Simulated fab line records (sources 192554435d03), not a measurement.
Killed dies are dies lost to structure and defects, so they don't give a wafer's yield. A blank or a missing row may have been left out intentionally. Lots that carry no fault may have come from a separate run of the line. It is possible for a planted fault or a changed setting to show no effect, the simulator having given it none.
The tool behind it: which one? || flow n5 finfet || at 1 step of a route of 1938, 9 lots with 27 wafers sampled

## WHAT THE GAUGES SHOWED, per wafer
N5_BEOL_M4_RC_MEAS_101.
{"lot": "L752", "measured": "day 12 01:49", "on": "prober-02", "DIBL_N (mV/V)": "33.4 37.6 34.8", "DIBL_P (mV/V)": "33.2 38.7 34.7", "IOFF_N (nA/um)": "0.119 0.184 0.129", "IOFF_P (nA/um)": "0.16 0.24 0.19", "ION_N (uA/um)": "674 687 670", "ION_P (uA/um)": "468 469 466", "SS_N (mV/dec)": "70.7 71.9 71.7", "SS_P (mV/dec)": "72.5 74.5 72.3", "VT_N (mV)": "250.9 246.6 250.3", "VT_P (mV)": "-252 -245 -252"}
{"lot": "L754", "measured": "day 12 11:48", "on": "prober-02", "DIBL_N (mV/V)": "36.0 35.0 35.2", "DIBL_P (mV/V)": "37.5 35.7 36.4", "IOFF_N (nA/um)": "0.157 0.144 0.153", "IOFF_P (nA/um)": "0.21 0.18 0.19", "ION_N (uA/um)": "672 667 678", "ION_P (uA/um)": "459 452 462", "SS_N (mV/dec)": "71.7 71.4 70.7", "SS_P (mV/dec)": "73.4 73.0 74.2", "VT_N (mV)": "250.7 251.3 250.9", "VT_P (mV)": "-251 -252 -251"}
{"lot": "L761", "measured": "day 13 23:57", "on": "prober-02", "DIBL_N (mV/V)": "37.7 35.4 38.0", "DIBL_P (mV/V)": "36.4 33.7 37.1", "IOFF_N (nA/um)": "0.176 0.134 0.192", "IOFF_P (nA/um)": "0.26 0.21 0.28", "ION_N (uA/um)": "683 668 678", "ION_P (uA/um)": "472 465 473", "SS_N (mV/dec)": "71.4 72.0 72.3", "SS_P (mV/dec)": "74.0 73.5 73.9", "VT_N (mV)": "245.8 247.5 245.9", "VT_P (mV)": "-246 -246 -243"}
{"lot": "L759", "measured": "day 14 03:13", "on": "prober-01", "DIBL_N (mV/V)": "35.1 36.7 36.6", "DIBL_P (mV/V)": "35.2 37.5 37.3", "IOFF_N (nA/um)": "0.152 0.187 0.185", "IOFF_P (nA/um)": "0.23 0.26 0.25", "ION_N (uA/um)": "678 689 678", "ION_P (uA/um)": "474 475 468", "SS_N (mV/dec)": "70.9 71.5 72.2", "SS_P (mV/dec)": "72.6 73.5 73.5", "VT_N (mV)": "250.0 246.1 245.4", "VT_P (mV)": "-247 -244 -246"}
{"lot": "L762", "measured": "day 14 07:26", "on": "prober-02", "DIBL_N (mV/V)": "38.0 36.2 36.5", "DIBL_P (mV/V)": "38.0 36.0 35.8", "IOFF_N (nA/um)": "0.180 0.142 0.143", "IOFF_P (nA/um)": "0.24 0.20 0.20", "ION_N (uA/um)": "680 664 667", "ION_P (uA/um)": "466 459 463", "SS_N (mV/dec)": "71.8 71.0 71.7", "SS_P (mV/dec)": "73.8 73.3 73.8", "VT_N (mV)": "249.6 249.0 253.3", "VT_P (mV)": "-252 -252 -252"}
{"lot": "L765", "measured": "day 14 15:31", "on": "prober-01", "DIBL_N (mV/V)": "36.7 37.5 36.4", "DIBL_P (mV/V)": "36.2 37.5 36.1", "IOFF_N (nA/um)": "0.164 0.180 0.156", "IOFF_P (nA/um)": "0.24 0.26 0.23", "ION_N (uA/um)": "680 683 680", "ION_P (uA/um)": "473 476 472", "SS_N (mV/dec)": "72.1 72.1 72.2", "SS_P (mV/dec)": "73.5 74.1 73.3", "VT_N (mV)": "250.9 251.2 250.9", "VT_P (mV)": "-246 -246 -247"}
{"lot": "L769", "measured": "day 15 11:43", "on": "prober-01", "DIBL_N (mV/V)": "35.7 34.8 34.3", "DIBL_P (mV/V)": "34.9 34.3 34.5", "IOFF_N (nA/um)": "0.135 0.120 0.121", "IOFF_P (nA/um)": "0.20 0.19 0.19", "ION_N (uA/um)": "676 668 664", "ION_P (uA/um)": "464 464 464", "SS_N (mV/dec)": "70.9 71.0 70.4", "SS_P (mV/dec)": "73.0 72.4 72.5", "VT_N (mV)": "251.9 255.6 253.3", "VT_P (mV)": "-251 -249 -250"}
{"lot": "L766", "measured": "day 16 09:26", "on": "prober-01", "DIBL_N (mV/V)": "34.5 36.4 35.0", "DIBL_P (mV/V)": "35.1 37.7 35.5", "IOFF_N (nA/um)": "0.136 0.172 0.146", "IOFF_P (nA/um)": "0.18 0.22 0.19", "ION_N (uA/um)": "669 680 671", "ION_P (uA/um)": "456 468 467", "SS_N (mV/dec)": "70.9 71.4 71.5", "SS_P (mV/dec)": "73.0 73.1 72.6", "VT_N (mV)": "251.0 246.8 249.7", "VT_P (mV)": "-253 -251 -251"}
{"lot": "L767", "measured": "day 16 13:35", "on": "prober-01", "DIBL_N (mV/V)": "34.7 35.3 35.4", "DIBL_P (mV/V)": "32.5 34.4 33.5", "IOFF_N (nA/um)": "0.112 0.135 0.127", "IOFF_P (nA/um)": "0.16 0.18 0.17", "ION_N (uA/um)": "663 673 668", "ION_P (uA/um)": "452 460 458", "SS_N (mV/dec)": "71.0 70.2 70.6", "SS_P (mV/dec)": "73.3 72.5 72.5", "VT_N (mV)": "256.1 253.0 254.5", "VT_P (mV)": "-255 -251 -253"}

## WHAT TOOL EACH LOT RAN ON (gives the tool, then ch and the chambers of the sampled wafers, and finally the start)
Record: no process step prior to these readings.

## WHAT THE TOOLS THEMSELVES READ (means of the sampled wafers that have a number; where no wafer has one, the mark that the record gives instead)
The record holds no such reading with a usual standard deviation.

## THE ANSWER, worked out from the rows above alone
Rule: what is usual is taken from the lots themselves. The widest of any qualifying gaps counts: lots, ordered by their means at a reading, are off when they make up no more than a third of the lots, leave a main group of 4 or more, and stand apart from it by 3 or more times the standard deviation of that group's means. Not used: any main group whose means are identical at the precision the tables above print for the reading. Also off: a lot with no number at a reading for which 4 or more lots have one. All remaining lots with rows at the step are treated as sound. After the gauges, taken in route order, come the tools' own readings; for these a lot's mean is taken, as printed above. At the first step where some lot is off, the reading lying furthest off is the one used; lots without a number count as furthest.
None of the lots is off at any reading shown; this tells nothing.

## WHAT WAS PUT IN BY THE SIMULATOR
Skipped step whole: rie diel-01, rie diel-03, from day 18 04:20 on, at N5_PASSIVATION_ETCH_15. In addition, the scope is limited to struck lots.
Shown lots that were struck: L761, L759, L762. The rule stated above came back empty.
